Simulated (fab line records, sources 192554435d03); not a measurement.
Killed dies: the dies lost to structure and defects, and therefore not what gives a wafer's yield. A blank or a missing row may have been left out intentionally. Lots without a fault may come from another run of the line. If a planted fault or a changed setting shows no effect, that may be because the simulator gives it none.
fab line records	flow n5Finfet
record lots=7	wafers=39
route steps=1938 shown BEOL_M10@1512 BEOL_M14@1716
startH: hours from the record's opening day to when the first of the lot's shown wafers began	waitH: hours from the lot's prior step to this one	" same as the row above	L1.1+2: one row covering several wafers at once	- no value, or no start given	* or withheld: withheld	< > ~ a bound
route shown NAME@n: names a module that has steps shown in the file, with the first one's number in the route	usual: average and standard deviation across the fault-free wafers	same: alike in all rows	chamber/n: place in a boat	sites: the reading at each site	_std_site: standard deviation of those values	_edge_site: outer sites' mean less inner sites'	radiusMm: how far each site lies from the wafer's centre	mask NAME#n: copy n	behind: the tool/chamber that last shaped the wafer	hold: why the lot was held/for how many hours/how that ended	device: which transistor (n, p or np) failed to switch	end of line: the same wafers' tests at the end of the route	a step without rows: its recipe alone	killed: the dies lost at the first sort to structure and to defects; this is not the yield of the wafer	map: shows each die of a wafer: x if killed, . if not, _ if none is there
set.NAME: the setting that was run; set.NAME@STEP: the one run at that earlier step	model.NAME: the simulator's own value behind a step, which no gauge read
lots whose settings were changed on purpose; a table a step, a row a wafer
## steps
# step N5_BEOL_M10_TRENCH_ETCH_37
# recipe chemistry=C4F6/O2	targetDepthA=1488.3	target=SiCOH_lowk	timeS=48	ionEnergyEv=250	pressureMtorr=30	sourceW=345	biasW=185	Ar_flow_sccm=300	C4F6_flow_sccm=10	O2_flow_sccm=10
lot.wafer	tool	chamber	startH	waitH	set.targetDepthA	model.etch.depthNm	model.BEOL_M10.featureDepthNm	model.TiN_of_BEOL_M10_HM_DEP_02.thkNm
L078.1	rieDiel-03	0	-	-	1488.3	149.1	149	16
L078.2	"	3	"	"	1488.3	149.9	149.8	15.6
L078.3	"	1	"	"	1488.3	150.7	150.8	15.6
L078.4	"	2	"	"	1488.3	146.4	146.4	15.8
L078.5	"	1	"	"	1488.3	150.7	150.6	15.8
L078.6	"	2	"	"	1488.3	145.7	145.6	15.8
L080.1	rieDiel-04	3	-	-	1488.3	151.4	151.4	15.8
L080.2	"	1	"	"	1488.3	147.9	147.8	15.8
L080.3	"	2	"	"	1488.3	151.5	151.4	15.8
L080.4	"	0	"	"	1488.3	151	151	15.6
L080.5	"	1	"	"	1488.3	147.1	147.2	15.8
L080.6	"	0	"	"	1488.3	151.3	151.2	15.6
L082.1	rieDiel-03	0	-	-	1488.3	149.1	149.2	15.6
L082.2	"	3	"	"	2077	207.4	207.4	14.2
L082.3	"	1	"	"	2077	206.3	206.2	14
L082.4	"	3	"	"	1488.3	148.1	148	15.8
L082.5	"	1	"	"	1488.3	149	149	15.8
L082.6	"	0	"	"	2077	207.6	207.6	14
L086.1	rieDiel-04	0	-	-	1488.3	149.2	149.2	16
L086.2	"	3	"	"	1488.3	149.6	149.6	15.8
L086.3	"	1	"	"	2171	214.6	214.6	14.2
L086.4	"	2	"	"	1488.3	147.5	147.4	16
L086.5	"	3	"	"	2171	219	219	14
L086.6	"	0	"	"	2171	220.7	220.8	14
L085.1	rieDiel-04	2	-	-	1488.3	148.9	148.8	15.8
L085.2	"	1	"	"	1077	106.8	106.8	16.8
L085.3	"	0	"	"	1077	109.2	109.2	16.8
L085.4	"	3	"	"	1488.3	150.6	150.6	15.8
L085.5	"	0	"	"	1488.3	152.1	152.2	15.8
L085.6	"	3	"	"	1077	109.7	109.6	16.8
L089.2	rieDiel-04	0	-	-	1488.3	150.2	150.2	15.6
L089.3	"	2	"	"	1488.3	148.2	148.2	15.8
L089.6	"	3	"	"	1488.3	151	151	15.6
L092.1	rieDiel-04	1	-	-	2127	212	212	13.8
L092.2	"	3	"	"	1488.3	150.9	151	15.6
L092.3	"	0	"	"	2127	215.4	215.4	13.8
L092.4	"	2	"	"	1488.3	149.1	149.2	15.4
L092.5	"	0	"	"	1488.3	151.4	151.4	15.6
L092.6	"	3	"	"	2127	214.6	214.6	13.8
# step N5_BEOL_M10_ETCH_41
# recipe chemistry=CH3F/O2	target=SiCN	targetDepthA=426	taperDeg=2	timeS=86	ionEnergyEv=120	maskMaterial=TiN	pressureMtorr=30	sourceW=395	biasW=75	Ar_flow_sccm=150	CH3F_flow_sccm=30	O2_flow_sccm=20
# step N5_BEOL_M10_STRIP_77
# recipe chemistry=N2/H2	timeS=10	powerW=450	tempC=40	pressureMtorr=20	rfFrequencyHz=6e+07	biasPowerW=7	n2FlowSccm=200	h2FlowSccm=200
# step N5_BEOL_M10_OCD_MEAS_38
# usual trenchDepthNm=149.2/1.7
lot.wafer	tool	chamber	startH	waitH	set.targetDepthA@BEOL_M10_TRENCH_ETCH_37	trenchDepthNm
L078.1	ocd-01	-	237.36	-	1488.3	149.1
L078.2	"	-	"	"	1488.3	150.0
L078.3	"	-	"	"	1488.3	149.8
L078.4	"	-	"	"	1488.3	146.5
L078.5	"	-	"	"	1488.3	150.7
L078.6	"	-	"	"	1488.3	145.4
L080.1	ocd-01	-	260.50	-	1488.3	152.1
L080.2	"	-	"	"	1488.3	147.9
L080.3	"	-	"	"	1488.3	151.4
L080.4	"	-	"	"	1488.3	151.1
L080.5	"	-	"	"	1488.3	147.3
L080.6	"	-	"	"	1488.3	151.5
L082.1	ocd-01	-	265.93	-	1488.3	149.3
L082.2	"	-	"	"	2077	207.7
L082.3	"	-	"	"	2077	206.1
L082.4	"	-	"	"	1488.3	147.7
L082.5	"	-	"	"	1488.3	148.8
L082.6	"	-	"	"	2077	208.3
L086.1	ocd-01	-	295.09	-	1488.3	149.1
L086.2	"	-	"	"	1488.3	149.3
L086.3	"	-	"	"	2171	214.3
L086.4	"	-	"	"	1488.3	147.5
L086.5	"	-	"	"	2171	218.9
L086.6	"	-	"	"	2171	221.2
L085.1	ocd-02	-	298.15	-	1488.3	148.5
L085.2	"	-	"	"	1077	107.0
L085.3	"	-	"	"	1077	109.4
L085.4	"	-	"	"	1488.3	150.1
L085.5	"	-	"	"	1488.3	152.3
L085.6	"	-	"	"	1077	109.6
L089.2	ocd-01	-	302.97	-	1488.3	150.0
L089.3	"	-	"	"	1488.3	148.5
L089.6	"	-	"	"	1488.3	150.6
L092.1	ocd-02	-	331.25	-	2127	212.0
L092.2	"	-	"	"	1488.3	151.3
L092.3	"	-	"	"	2127	215.7
L092.4	"	-	"	"	1488.3	148.8
L092.5	"	-	"	"	1488.3	151.2
L092.6	"	-	"	"	2127	215.1
# step N5_BEOL_M10_HM_STRIP_39
# recipe chemistry=peroxideTinStrip	material=TiN	targetDepthA=250	tempC=50	timeS=158
# step N5_BEOL_M10_SRD_40
# recipe timeS=30	tempC=23	rinseLiquid=diw	dry=ipaMarangoni
# step N5_BEOL_M10_ECD_50
# recipe material=Cu	targetThkA=3180
# step N5_BEOL_M10_ANNEAL_51
# recipe tempC=225	timeS=90	ambient=N2
# step N5_BEOL_M10_CMP_52
# recipe stopOn=SiCOH_lowk	tOverpolishS=7	downForcePsi=1	platenRpm=50	clearingPlatenDownForcePsi=1.5	clearingPlatenRpm=50	postCmpClean=cuAlkaline	targetThkNm=140	clearingPlatenPadVelocityMS=0.99484	padVelocityMS=0.99484
lot.wafer	tool	chamber	startH	waitH	set.targetDepthA@BEOL_M10_TRENCH_ETCH_37	model.Cu_of_BEOL_M10_ECD_50.thkNm
L078.2	cmp-01	3	241.18	0.2	1488.3	142.4
L078.1	"	0	"	"	1488.3	140.8
L078.3	"	1	"	"	1488.3	141
L078.4	"	2	"	"	1488.3	137.6
L078.5	"	3	"	"	1488.3	144
L078.6	"	0	"	"	1488.3	138
L080.2	cmp-04	0	263.67	0.2	1488.3	140.2
L080.3	"	1	"	"	1488.3	143.8
L080.4	"	2	"	"	1488.3	141.8
L080.1	"	3	"	"	1488.3	142.2
L080.6	"	0	"	"	1488.3	143
L080.5	"	1	"	"	1488.3	138.4
L082.1	cmp-01	3	268.11	0.3	1488.3	141.8
L082.4	"	0	"	"	1488.3	139.6
L082.2	"	1	"	"	2077	199.2
L082.3	"	2	"	"	2077	198.4
L082.6	"	3	"	"	2077	200
L082.5	"	0	"	"	1488.3	141.2
L086.2	cmp-01	2	297.46	0.2	1488.3	141.6
L086.4	"	3	"	"	1488.3	139.6
L086.3	"	0	"	"	2171	206.8
L086.1	"	1	"	"	1488.3	141.4
L086.5	"	2	"	"	2171	210.4
L086.6	"	3	"	"	2171	213.8
L085.3	cmp-04	1	300.44	0.2	1077	99.8
L085.1	"	2	"	"	1488.3	140.2
L085.4	"	3	"	"	1488.3	141.8
L085.2	"	0	"	"	1077	97.2
L085.6	"	1	"	"	1077	99.4
L085.5	"	2	"	"	1488.3	143.6
L089.2	cmp-04	2	305.08	0.2	1488.3	140.6
L089.3	"	0	"	"	1488.3	138.4
L089.6	"	1	"	"	1488.3	140.8
L092.2	cmp-01	0	333.70	0.2	1488.3	144
L092.4	"	1	"	"	1488.3	141
L092.3	"	2	"	"	2127	207.6
L092.1	"	3	"	"	2127	206
L092.5	"	0	"	"	1488.3	144.4
L092.6	"	1	"	"	2127	207.8
# step N5_BEOL_M10_THK_MEAS_53
# recipe thkMeasGauge=xrf	reads=Cu_of_BEOL_M10_ECD_50
# usual M10_THK=140.6/2.2
lot.wafer	tool	chamber	startH	waitH	set.targetDepthA@BEOL_M10_TRENCH_ETCH_37	M10_THK[nm]
L078.1	filmMetro-01	-	241.47	-	1488.3	140.3
L078.2	"	-	"	"	1488.3	141.8
L078.3	"	-	"	"	1488.3	139.8
L078.4	"	-	"	"	1488.3	136.8
L078.5	"	-	"	"	1488.3	143.4
L078.6	"	-	"	"	1488.3	137.0
L080.1	filmMetro-01	-	263.96	-	1488.3	142.3
L080.2	"	-	"	"	1488.3	140.8
L080.3	"	-	"	"	1488.3	144.1
L080.4	"	-	"	"	1488.3	142.1
L080.5	"	-	"	"	1488.3	138.8
L080.6	"	-	"	"	1488.3	142.6
L082.1	filmMetro-02	-	268.40	-	1488.3	141.9
L082.2	"	-	"	"	2077	197.8
L082.3	"	-	"	"	2077	197.2
L082.4	"	-	"	"	1488.3	139.0
L082.5	"	-	"	"	1488.3	140.9
L082.6	"	-	"	"	2077	199.4
L086.1	filmMetro-01	-	297.75	-	1488.3	140.2
L086.2	"	-	"	"	1488.3	140.2
L086.3	"	-	"	"	2171	205.6
L086.4	"	-	"	"	1488.3	138.3
L086.5	"	-	"	"	2171	209.6
L086.6	"	-	"	"	2171	211.7
L085.1	filmMetro-01	-	300.74	-	1488.3	138.8
L085.2	"	-	"	"	1077	96.1
L085.3	"	-	"	"	1077	99.1
L085.4	"	-	"	"	1488.3	140.7
L085.5	"	-	"	"	1488.3	142.2
L085.6	"	-	"	"	1077	99.0
L089.2	filmMetro-02	-	305.33	-	1488.3	140.1
L089.3	"	-	"	"	1488.3	138.4
L089.6	"	-	"	"	1488.3	141.2
L092.1	filmMetro-01	-	333.99	-	2127	207.0
L092.2	"	-	"	"	1488.3	144.6
L092.3	"	-	"	"	2127	209.1
L092.4	"	-	"	"	1488.3	141.7
L092.5	"	-	"	"	1488.3	145.4
L092.6	"	-	"	"	2127	208.5
# step N5_BEOL_M10_PRE_CLEAN_55
# recipe gas=NH3	timeS=15	tempC=withheld	rfPowerW=300
# step N5_BEOL_M10_DEP_56
# recipe material=SiCN	targetThkA=150	tempC=withheld	precursor=3MS/NH3	pressureTorr=3	rfW=202	timeS=26.5
# step N5_BEOL_M10_RS_MEAS_57
# recipe thkMeasGauge=four-point-probe	reads=Cu_of_BEOL_M10_ECD_50+Co_of_BEOL_M10_CVD_75+TaN_of_BEOL_M10_ALD_74
# usual M10_RS=0.1498/0.0022
lot.wafer	tool	chamber	startH	waitH	set.targetDepthA@BEOL_M10_TRENCH_ETCH_37	M10_RS[ohm/sq]
L078.1	filmMetro-01	-	241.61	0.1	1488.3	0.1497
L078.2	"	-	"	"	1488.3	0.1481
L078.3	"	-	"	"	1488.3	0.1495
L078.4	"	-	"	"	1488.3	0.1541
L078.5	"	-	"	"	1488.3	0.1464
L078.6	"	-	"	"	1488.3	0.1534
L080.1	filmMetro-02	-	264.10	0.1	1488.3	0.1478
L080.2	"	-	"	"	1488.3	0.1506
L080.3	"	-	"	"	1488.3	0.1464
L080.4	"	-	"	"	1488.3	0.1483
L080.5	"	-	"	"	1488.3	0.1526
L080.6	"	-	"	"	1488.3	0.1468
L082.1	filmMetro-02	-	268.54	0.1	1488.3	0.1488
L082.2	"	-	"	"	2077	0.1028
L082.3	"	-	"	"	2077	0.1032
L082.4	"	-	"	"	1488.3	0.1511
L082.5	"	-	"	"	1488.3	0.1491
L082.6	"	-	"	"	2077	0.1023
L086.1	filmMetro-02	-	297.89	0.1	1488.3	0.1489
L086.2	"	-	"	"	1488.3	0.1488
L086.3	"	-	"	"	2171	0.0986
L086.4	"	-	"	"	1488.3	0.1511
L086.5	"	-	"	"	2171	0.0968
L086.6	"	-	"	"	2171	0.0952
L085.1	filmMetro-02	-	300.88	0.1	1488.3	0.1503
L085.2	"	-	"	"	1077	0.2270
L085.3	"	-	"	"	1077	0.2207
L085.4	"	-	"	"	1488.3	0.1483
L085.5	"	-	"	"	1488.3	0.1463
L085.6	"	-	"	"	1077	0.2207
L089.2	filmMetro-01	-	305.47	0.1	1488.3	0.1503
L089.3	"	-	"	"	1488.3	0.1528
L089.6	"	-	"	"	1488.3	0.1499
L092.1	filmMetro-02	-	334.13	0.1	2127	0.0991
L092.2	"	-	"	"	1488.3	0.1459
L092.3	"	-	"	"	2127	0.0983
L092.4	"	-	"	"	1488.3	0.1491
L092.5	"	-	"	"	1488.3	0.1456
L092.6	"	-	"	"	2127	0.0982
# step N5_BEOL_M14_ILD_DEP_00
# recipe material=SiO2	targetThkA=11193	tempC=400	precursor=TEOS/O2	pressureTorr=6.5	rfW=900	teosFlowSccm=161.4	gas=O2	flowSccm=2650	timeS=237.4
lot.wafer	tool	chamber	startH	waitH	set.timeS	model.SiO2_of_BEOL_M14_ILD_DEP_00.thkNm
L078.1	pecvd-02	2	265.47	0.0	237.4	1078
L078.2	"	0	"	"	237.4	1117
L078.3	"	1	"	"	108.5	508.2
L078.4	"	1	"	"	237.4	1126
L078.5	"	2	"	"	108.5	483.8
L078.6	"	0	"	"	108.5	503.8
L080.1	pecvd-01	0	285.10	0.0	316.9	1455
L080.2	"	2	"	"	316.9	1483
L080.3	"	1	"	"	237.4	1111
L080.4	"	2	"	"	316.9	1499
L080.5	"	0	"	"	237.4	1103
L080.6	"	1	"	"	237.4	1121
L082.1	pecvd-02	2	289.56	0.0	317.4	1461
L082.2	"	1	"	"	237.4	1105
L082.3	"	0	"	"	237.4	1097
L082.4	"	2	"	"	317.4	1480
L082.5	"	0	"	"	237.4	1120
L082.6	"	1	"	"	317.4	1514
L086.1	pecvd-02	0	314.98	0.0	153.7	713
L086.2	"	2	"	"	237.4	1096
L086.3	"	1	"	"	153.7	719.8
L086.4	"	2	"	"	153.7	728
L086.5	"	1	"	"	237.4	1119
L086.6	"	0	"	"	237.4	1133
L085.1	pecvd-01	0	322.60	0.0	374.4	1722
L085.2	"	2	"	"	237.4	1101
L085.3	"	1	"	"	374.4	1731
L085.4	"	2	"	"	237.4	1124
L085.5	"	0	"	"	237.4	1121
L085.6	"	1	"	"	374.4	1775
L089.2	pecvd-01	1	323.11	0.0	237.4	1110
L089.3	"	0	"	"	237.4	1091
L089.6	"	0	"	"	237.4	1126
L092.1	pecvd-01	2	351.83	0.0	104	497.6
L092.2	"	1	"	"	104	501.8
L092.3	"	0	"	"	237.4	1111
L092.4	"	0	"	"	237.4	1133
L092.5	"	2	"	"	237.4	1140
L092.6	"	1	"	"	104	515.2
# step N5_BEOL_M14_THK_MEAS_01
# recipe reads=SiO2_of_BEOL_M14_ILD_DEP_00
# usual M14_ILD_THK=1115/15
lot.wafer	tool	chamber	startH	waitH	set.timeS@BEOL_M14_ILD_DEP_00	M14_ILD_THK[nm]
L078.1	filmMetro-01	-	265.66	0.1	237.4	1078
L078.2	"	-	"	"	237.4	1117
L078.3	"	-	"	"	108.5	509
L078.4	"	-	"	"	237.4	1126
L078.5	"	-	"	"	108.5	484
L078.6	"	-	"	"	108.5	503
L080.1	filmMetro-02	-	285.29	0.1	316.9	1455
L080.2	"	-	"	"	316.9	1482
L080.3	"	-	"	"	237.4	1110
L080.4	"	-	"	"	316.9	1499
L080.5	"	-	"	"	237.4	1102
L080.6	"	-	"	"	237.4	1121
L082.1	filmMetro-02	-	289.75	0.1	317.4	1461
L082.2	"	-	"	"	237.4	1104
L082.3	"	-	"	"	237.4	1098
L082.4	"	-	"	"	317.4	1479
L082.5	"	-	"	"	237.4	1120
L082.6	"	-	"	"	317.4	1514
L086.1	filmMetro-02	-	315.17	0.1	153.7	713
L086.2	"	-	"	"	237.4	1096
L086.3	"	-	"	"	153.7	720
L086.4	"	-	"	"	153.7	728
L086.5	"	-	"	"	237.4	1118
L086.6	"	-	"	"	237.4	1132
L085.1	filmMetro-02	-	322.79	0.1	374.4	1722
L085.2	"	-	"	"	237.4	1101
L085.3	"	-	"	"	374.4	1733
L085.4	"	-	"	"	237.4	1124
L085.5	"	-	"	"	237.4	1122
L085.6	"	-	"	"	374.4	1776
L089.2	filmMetro-01	-	323.30	0.1	237.4	1111
L089.3	"	-	"	"	237.4	1090
L089.6	"	-	"	"	237.4	1126
L092.1	filmMetro-02	-	352.01	0.1	104	497
L092.2	"	-	"	"	104	502
L092.3	"	-	"	"	237.4	1111
L092.4	"	-	"	"	237.4	1133
L092.5	"	-	"	"	237.4	1141
L092.6	"	-	"	"	104	515
# step N5_BEOL_M14_COAT_58
# recipe resist=BARC	tempC=205	timeS=60	spinRpm=1500	resistThkNm=89
# step N5_BEOL_M14_COAT_04
# recipe spinRpm=1704	resistThkNm=800
# step N5_BEOL_M14_DESCUM_15
# recipe chemistry=O2	timeS=7.9	sourcePowerW=50	biasPowerW=20	pressureMtorr=20	rfFrequencyHz=2.712e+07	tempC=40	o2FlowSccm=225
# step N5_BEOL_M14_ETCH_59
# recipe chemistry=N2/H2	target=BARC	targetDepthA=890	overetchA=267	timeS=67.9	ionEnergyEv=200	pressureMtorr=30	sourceW=840	biasW=150	n2FlowSccm=200	h2FlowSccm=200
# step N5_BEOL_M14_VIA_ETCH_16
# recipe chemistry=C4F8/O2/Ar	target=SiO2	heInnerTorr=15	heOuterTorr=30	targetDepthA=12313	timeS=withheld	ionEnergyEv=800	pressureMtorr=20	sourceW=1905	biasW=2040	Ar_flow_sccm=400	C4F8_flow_sccm=16	O2_flow_sccm=12	ends=cleared
lot.wafer	tool	chamber	startH	waitH	set.timeS@BEOL_M14_ILD_DEP_00	model.etch.depthNm	model.coat_of_BEOL_M14_COAT_04.thkNm
L078.1	rieDiel-03	3	266.26	0.0	*	1078	461.8
L078.2	"	1	"	"	*	1117	454.6
L078.3	"	0	"	"	*	508.2	593.2
L078.4	"	3	"	"	*	1126	448
L078.5	"	1	"	"	*	483.7	603.8
L078.6	"	0	"	"	*	503.7	596.4
L080.1	rieDiel-04	1	285.77	0.0	*	1455	368.6
L080.2	"	2	"	"	*	1483	364.4
L080.3	"	3	"	"	*	1111	450.4
L080.4	"	0	"	"	*	1499	358.4
L080.5	"	2	"	"	*	1103	454
L080.6	"	3	"	"	*	1121	449.8
L082.1	rieDiel-05	3	290.36	0.0	*	1461	377.2
L082.2	"	1	"	"	*	1105	454.2
L082.3	"	2	"	"	*	1097	459.6
L082.4	"	0	"	"	*	1480	372.2
L082.5	"	3	"	"	*	1120	458.8
L082.6	"	2	"	"	*	1514	365.2
L086.1	rieDiel-04	0	315.66	0.0	*	712.9	543.2
L086.2	"	2	"	"	*	1096	456.2
L086.3	"	3	"	"	*	719.9	542
L086.4	"	1	"	"	*	728	541
L086.5	"	3	"	"	*	1119	447.6
L086.6	"	2	"	"	*	1133	448.6
L085.1	rieDiel-05	1	323.29	0.0	*	1722	313
L085.2	"	0	"	"	*	1101	465.6
L085.3	"	3	"	"	*	1731	318.2
L085.4	"	2	"	"	*	1124	458
L085.5	"	0	"	"	*	1121	461.6
L085.6	"	3	"	"	*	1775	307.6
L089.2	rieDiel-04	1	324.19	0.0	*	1110	453.6
L089.3	"	0	"	"	*	1091	455.6
L089.6	"	2	"	"	*	1126	449.4
L092.1	rieDiel-03	0	352.58	0.0	*	497.6	598.6
L092.2	"	2	"	"	*	501.8	599.8
L092.3	"	3	"	"	*	1111	458.4
L092.4	"	1	"	"	*	1133	450.2
L092.5	"	3	"	"	*	1140	450.2
L092.6	"	0	"	"	*	515.1	596.4
# step N5_BEOL_M14_STRIP_63
# recipe chemistry=O2	powerW=600	tempC=60	pressureMtorr=30	rfFrequencyHz=6e+07	biasPowerW=0	overashFraction=0.3	o2FlowSccm=225
# step N5_BEOL_M14_STRIP_64
# recipe chemistry=O2	powerW=600	tempC=60	pressureMtorr=30	rfFrequencyHz=6e+07	biasPowerW=0	overashFraction=0.3	o2FlowSccm=225
# step N5_BEOL_M14_STRIP_71
# recipe chemistry=postEtchResidueRemover	timeS=60	tempC=25	removerPh=withheld	removerWaterWtPct=withheld	removerFluorideWtPct=withheld
# step N5_BEOL_M14_SRD_72
# recipe timeS=30	tempC=23	rinseLiquid=diw	dry=n2Spin	spinRpm=1500	dryTimeS=30
# step N5_BEOL_M14_CD_MEAS_17
# recipe targetCdNm=250	polarity=opening
# usual cdNm=250.1/1.6
lot.wafer	tool	chamber	startH	waitH	set.timeS@BEOL_M14_ILD_DEP_00	cdNm
L078.1	cdSem-01	-	266.61	0.0	237.4	248.6
L078.2	"	-	"	"	237.4	246.4
L078.3	"	-	"	"	108.5	242.2
L078.4	"	-	"	"	237.4	249.8
L078.5	"	-	"	"	108.5	242.3
L078.6	"	-	"	"	108.5	244.2
L080.1	cdSem-01	-	286.12	0.0	316.9	252.0
L080.2	"	-	"	"	316.9	256.7
L080.3	"	-	"	"	237.4	250.4
L080.4	"	-	"	"	316.9	254.1
L080.5	"	-	"	"	237.4	251.9
L080.6	"	-	"	"	237.4	249.7
L082.1	cdSem-03	-	290.71	0.0	317.4	252.2
L082.2	"	-	"	"	237.4	250.3
L082.3	"	-	"	"	237.4	250.8
L082.4	"	-	"	"	317.4	255.1
L082.5	"	-	"	"	237.4	248.9
L082.6	"	-	"	"	317.4	254.3
L086.1	cdSem-03	-	316.00	0.0	153.7	246.3
L086.2	"	-	"	"	237.4	251.5
L086.3	"	-	"	"	153.7	248.5
L086.4	"	-	"	"	153.7	249.4
L086.5	"	-	"	"	237.4	252.2
L086.6	"	-	"	"	237.4	253.5
L085.1	cdSem-02	-	323.64	0.0	374.4	255.9
L085.2	"	-	"	"	237.4	250.6
L085.3	"	-	"	"	374.4	257.2
L085.4	"	-	"	"	237.4	251.6
L085.5	"	-	"	"	237.4	251.8
L085.6	"	-	"	"	374.4	258.8
L089.2	cdSem-03	-	324.54	0.0	237.4	251.4
L089.3	"	-	"	"	237.4	250.7
L089.6	"	-	"	"	237.4	250.7
L092.1	cdSem-03	-	352.93	0.0	104	242.2
L092.2	"	-	"	"	104	242.2
L092.3	"	-	"	"	237.4	248.0
L092.4	"	-	"	"	237.4	250.0
L092.5	"	-	"	"	237.4	248.7
L092.6	"	-	"	"	104	244.9
## key
split step=N5_BEOL_M10_TRENCH_ETCH_37	setting=targetDepthA	stated=1488.3	by=wafer
response step=N5_BEOL_M10_TRENCH_ETCH_37	reading=model.etch.depthNm	change=+1.49	per=1%	r=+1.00
response step=N5_BEOL_M10_TRENCH_ETCH_37	reading=model.BEOL_M10.featureDepthNm	change=+1.49	per=1%	r=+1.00
response step=N5_BEOL_M10_TRENCH_ETCH_37	reading=model.TiN_of_BEOL_M10_HM_DEP_02.thkNm	change=-0.0404	per=1%	r=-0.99
response step=N5_BEOL_M10_OCD_MEAS_38	reading=trenchDepthNm	change=+1.5	per=1%	r=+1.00
response step=N5_BEOL_M10_CMP_52	reading=model.Cu_of_BEOL_M10_ECD_50.thkNm	change=+1.5	per=1%	r=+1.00
response step=N5_BEOL_M10_THK_MEAS_53	reading=M10_THK	change=+1.5	per=1%	r=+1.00
response step=N5_BEOL_M10_RS_MEAS_57	reading=M10_RS	shape=bent	atLowest=0.2228	atStated=0.1493	atHighest=0.0969
split step=N5_BEOL_M14_ILD_DEP_00	setting=timeS	stated=237.4	by=wafer
response step=N5_BEOL_M14_ILD_DEP_00	reading=model.SiO2_of_BEOL_M14_ILD_DEP_00.thkNm	change=+11.1	per=1%	r=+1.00
response step=N5_BEOL_M14_THK_MEAS_01	reading=M14_ILD_THK	change=+11.1	per=1%	r=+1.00
response step=N5_BEOL_M14_VIA_ETCH_16	reading=model.etch.depthNm	change=+11.1	per=1%	r=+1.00
response step=N5_BEOL_M14_VIA_ETCH_16	reading=model.coat_of_BEOL_M14_COAT_04.thkNm	change=-2.59	per=1%	r=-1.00
response step=N5_BEOL_M14_CD_MEAS_17	reading=cdNm	change=+0.105	per=1%	r=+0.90
